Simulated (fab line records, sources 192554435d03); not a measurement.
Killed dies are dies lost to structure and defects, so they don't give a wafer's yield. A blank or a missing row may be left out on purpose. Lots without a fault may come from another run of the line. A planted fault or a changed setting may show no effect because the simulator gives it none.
Chamber matching | flow n5_finfet | N5_MOL_CONTACT_COAG_ETCH_105 on rie_diel-01: 3 sister chambers
The step etches SiARC in CF4, target depth 15.6 nm, time 26 s. 3 wafers are shown with their chamber, then 7 later ones without.

WAFERS WITH THEIR CHAMBER
wafer  | chamber | drypump_motor_current_A (A)
L081.5 | 2       | 6.5
L086.1 | 0       | 4.9
L086.3 | 1       | 5.1

WAFERS WITHOUT THEIR CHAMBER
wafer  | drypump_motor_current_A (A)
L086.5 | 6.4
L087.1 | 6.5
L087.3 | 5.1
L087.6 | 4.9
L095.1 | 6.4
L095.4 | 5.1
L095.5 | 5.1

WHICH CHAMBER EACH WENT THROUGH
wafer  | from the rows above | in truth
L086.5 | 2                   | 2
L087.1 | 2                   | 2
L087.3 | 1                   | 1
L087.6 | 0                   | 0
L095.1 | 2                   | 2
L095.4 | 1                   | 1
L095.5 | 1                   | 1
Placed correctly: 7 of 7. Can't be placed from these rows: 0. Placed wrongly: 0.
How it was worked out, from the rows above alone: a wafer's distance from a chamber is the root of the sum, over the readings, of the square of ((its reading less the chamber's mean) divided by the reading's scatter). The wafer belongs to the nearest chamber; if the next one is less than 2 further off, it can't be placed. A chamber's mean is the mean of its shown wafers. The scatter: with one shown wafer a chamber, the root of the mean of the squares of how far each hidden wafer lies from its nearest shown one.
